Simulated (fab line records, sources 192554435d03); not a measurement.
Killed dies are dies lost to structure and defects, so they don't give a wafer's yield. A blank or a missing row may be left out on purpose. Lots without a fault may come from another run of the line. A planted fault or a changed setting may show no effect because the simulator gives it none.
Which tool did it? | flow n5_finfet | 10 lots, 29 wafers sampled, at 6 steps of a route of 1938

WHAT THE GAUGES READ, wafer by wafer
N5_MOL_CONTACT_COAG_CD_MEAS_84: target cd 25.1 nm.
lot  | measured     | on        | cd_nm (nm)
L264 | day 5 00:09  | cd_sem-03 | 24.97 25.13 25.38
L267 | day 5 19:22  | cd_sem-01 | 25.28 24.92 25.51
L268 | day 6 05:13  | cd_sem-01 | 25.40 25.52 25.41
L270 | day 6 15:29  | cd_sem-03 | 25.03 24.74 25.32
L273 | day 7 10:32  | cd_sem-01 | 25.00 25.43 25.30
L275 | day 8 01:08  | cd_sem-02 | 25.46 25.50 25.20
L276 | day 8 04:32  | cd_sem-01 | 24.94 24.84 24.94
L277 | day 8 09:54  | cd_sem-01 | 25.37 21.96 25.01
L279 | day 8 17:07  | cd_sem-03 | 24.99 21.83
L286 | day 10 21:24 | cd_sem-02 | 25.53 25.42 25.51

N5_MOL_CONTACT_COAG_CD_MEAS_137: target cd 16 nm.
lot  | measured     | on        | cd_nm (nm)
L264 | day 5 01:20  | cd_sem-03 | 15.7 16.5 16.0
L267 | day 5 20:19  | cd_sem-03 | 15.7 15.5 15.6
L268 | day 6 06:09  | cd_sem-01 | 17.0 16.1 15.8
L270 | day 6 16:25  | cd_sem-03 | 16.5 15.9 15.8
L273 | day 7 11:29  | cd_sem-03 | 15.8 16.2 16.9
L275 | day 8 02:07  | cd_sem-02 | 15.9 15.5 16.0
L276 | day 8 05:37  | cd_sem-03 | 15.9 15.9 16.0
L277 | day 8 10:51  | cd_sem-02 | 16.3 12.9 15.8
L279 | day 8 18:42  | cd_sem-03 | 15.5 13.2
L286 | day 10 22:20 | cd_sem-01 | 15.6 16.2 16.7

WHICH TOOL RAN EACH LOT (tool, then ch and the chambers of the sampled wafers, then the start)
lot  | N5_MOL_CONTACT_COAG_STRIP_98       | N5_MOL_CONTACT_COAG_ALD_123       | N5_MOL_CONTACT_COAG_EXPOSE_81     | N5_MOL_CONTACT_COAG_ALD_131
L264 | rie_diel-05 ch 0,1,2, day 4 15:13  | ald_sin-04 ch 0,1,2, day 4 23:11  | euv_scanner-01 ch 0, day 5 00:00  | ald_sin-04 ch 0,1,2, day 5 00:37
L267 | rie_diel-05 ch 1,2,3, day 5 10:02  | ald_sin-03 ch 2,3, day 5 18:32    | euv_scanner-01 ch 0, day 5 19:14  | ald_sin-01 ch 0,2, day 5 19:38
L268 | rie_diel-05 ch 0,1,3, day 5 17:53  | ald_sin-01 ch 0,1, day 6 04:16    | euv_scanner-02 ch 0, day 6 05:05  | ald_sin-01 ch 0,2, day 6 05:29
L270 | rie_diel-01 ch 0,3, day 6 05:16    | ald_sin-01 ch 1,2,3, day 6 14:38  | euv_scanner-02 ch 0, day 6 15:20  | ald_sin-01 ch 1,2,3, day 6 15:44
L273 | rie_diel-01 ch 0,1,3, day 7 00:34  | ald_sin-03 ch 0,1,2, day 7 09:41  | euv_scanner-01 ch 0, day 7 10:23  | ald_sin-03 ch 1,2,3, day 7 10:47
L275 | rie_diel-01 ch 0,1,2, day 7 13:01  | ald_sin-04 ch 0,1, day 8 00:10    | euv_scanner-02 ch 0, day 8 01:00  | ald_sin-04 ch 0,2,3, day 8 01:27
L276 | rie_diel-05 ch 0,1,3, day 7 19:28  | ald_sin-03 ch 0,3, day 8 03:41    | euv_scanner-02 ch 0, day 8 04:24  | ald_sin-03 ch 0,1,3, day 8 04:47
L277 | rie_diel-05 ch 1,2, day 7 23:02    | ald_sin-01 ch 0,2, day 8 08:56    | euv_scanner-01 ch 0, day 8 09:46  | ald_sin-01 ch 1,3, day 8 10:10
L279 | rie_diel-01 ch 1,3, day 8 09:02    | ald_sin-03 ch 1,3, day 8 16:17    | euv_scanner-01 ch 0, day 8 16:59  | ald_sin-01 ch 0,1, day 8 18:02
L286 | rie_diel-01 ch 0,1,3, day 10 12:05 | ald_sin-04 ch 0,1,2, day 10 20:26 | euv_scanner-02 ch 0, day 10 21:16 | ald_sin-04 ch 1,2,3, day 10 21:40
- N5_MOL_CONTACT_COAG_STRIP_98: strips in N2/H2.
- N5_MOL_CONTACT_COAG_ALD_123: deposits SiNx, target thk 5 nm, pulse time 1 s, purge time 2 s.
- N5_MOL_CONTACT_COAG_EXPOSE_81: exposes mask VG, defocus 0 nm.
- N5_MOL_CONTACT_COAG_ALD_131: deposits SiO2, target thk 5 nm, pulse time 1 s, co reactant pulse time 1 s.

WHAT THE TOOLS THEMSELVES READ (means of the sampled wafers that have a number; where no wafer has one, the mark that the record gives instead)
N5_MOL_CONTACT_COAG_STRIP_98.
lot  | tool        | drypump_motor_current_A (A) | oes_product_au (a.u.) | rf_vpp_V (V) | showerhead_plenum_p_Torr (Torr) | temp_c (C) | throttle_valve_pct (%)
L264 | rie_diel-05 | 5.6                         | 0.80                  | 54.5         | 3.34                            | 39.98      | 19.1
L267 | rie_diel-05 | 5.6                         | 0.76                  | 54.9         | 3.44                            | 39.93      | 19.0
L268 | rie_diel-05 | 5.6                         | 0.73                  | 53.5         | 3.31                            | 39.88      | 19.2
L270 | rie_diel-01 | 6.2                         | 0.95                  | 54.8         | 3.48                            | 39.98      | 18.7
L273 | rie_diel-01 | 6.0                         | 0.91                  | 53.5         | 3.39                            | 39.98      | 18.9
L275 | rie_diel-01 | 5.5                         | 0.93                  | 54.3         | 3.29                            | 40.00      | 18.7
L276 | rie_diel-05 | 5.5                         | 0.81                  | 53.8         | 3.30                            | 40.04      | 19.1
L277 | rie_diel-05 | 5.6                         | 0.89                  | 54.6         | 3.45                            | 39.99      | 18.8
L279 | rie_diel-01 | 6.2                         | 0.90                  | 55.0         | 3.42                            | 39.90      | 19.0
L286 | rie_diel-01 | 6.0                         | 0.86                  | 54.3         | 3.37                            | 40.05      | 18.9

N5_MOL_CONTACT_COAG_ALD_123.
lot  | tool       | heater_power_w (W) | precursor_pulse_height_rel
L264 | ald_sin-04 | 801                | 0.975
L267 | ald_sin-03 | 939                | 1.001
L268 | ald_sin-01 | 772                | 1.000
L270 | ald_sin-01 | 827                | 0.989
L273 | ald_sin-03 | 857                | 1.008
L275 | ald_sin-04 | 797                | 0.992
L276 | ald_sin-03 | 855                | 1.010
L277 | ald_sin-01 | 839                | 0.999
L279 | ald_sin-03 | 908                | 1.026
L286 | ald_sin-04 | 821                | 1.002

N5_MOL_CONTACT_COAG_EXPOSE_81.
lot  | tool           | exposure_dose_mJ_cm2
L264 | euv_scanner-01 | 59.47
L267 | euv_scanner-01 | 59.54
L268 | euv_scanner-02 | 59.47
L270 | euv_scanner-02 | 59.44
L273 | euv_scanner-01 | 59.47
L275 | euv_scanner-02 | 59.53
L276 | euv_scanner-02 | 59.55
L277 | euv_scanner-01 | 59.54
L279 | euv_scanner-01 | 59.61
L286 | euv_scanner-02 | 59.45

N5_MOL_CONTACT_COAG_ALD_131.
lot  | tool       | heater_power_w (W) | precursor_pulse_height_rel
L264 | ald_sin-04 | 74                 | 1.007
L267 | ald_sin-01 | 74                 | 0.976
L268 | ald_sin-01 | 76                 | 0.984
L270 | ald_sin-01 | 76                 | 1.001
L273 | ald_sin-03 | 85                 | 0.998
L275 | ald_sin-04 | 74                 | 1.011
L276 | ald_sin-03 | 77                 | 0.996
L277 | ald_sin-01 | 74                 | 1.012
L279 | ald_sin-01 | 74                 | 0.994
L286 | ald_sin-04 | 73                 | 1.003

THE ANSWER, worked out from the rows above alone
Rule: what is usual is taken from the lots themselves. Put in order of their means at a reading, lots are off if they are a third of the lots or fewer, leave a main group of 4 or more, and stand apart from it by a gap of 3 or more times the standard deviation of the main group's means; of several such gaps the widest counts. A main group whose means are all the same, to the digits that the tables above print for the reading, isn't used. A lot without any number at a reading at which 4 lots or more have one is off too. The other lots that the step has rows for count as sound. The gauges are gone through in route order, then the tools' own readings, and for those a lot's mean is taken as printed above. The first step at which some lot is off is used, and at that step the reading that is off furthest; a lot without a number counts as furthest.
Off: L277, L279, at N5_MOL_CONTACT_COAG_CD_MEAS_84 (cd_nm). The main group: mean 25.24 nm, standard deviation 0.19.
A tool fits if, at a process step before that reading, it ran every lot that is off, and no sound lot after the first of them. The gauges at N5_MOL_CONTACT_COAG_CD_MEAS_84 are tried like those tools. One fits: euv_scanner-01 at N5_MOL_CONTACT_COAG_EXPOSE_81. Its last sound lot is L273 (day 7 10:23), its first lot that is off L277 (day 8 09:46): a fault that began between those two fits.

WHAT THE SIMULATOR HAD PUT IN
Process parameter drift: euv_scanner-01, from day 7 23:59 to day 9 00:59, at N5_MOL_CONTACT_COAG_EXPOSE_81. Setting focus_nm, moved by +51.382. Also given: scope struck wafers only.
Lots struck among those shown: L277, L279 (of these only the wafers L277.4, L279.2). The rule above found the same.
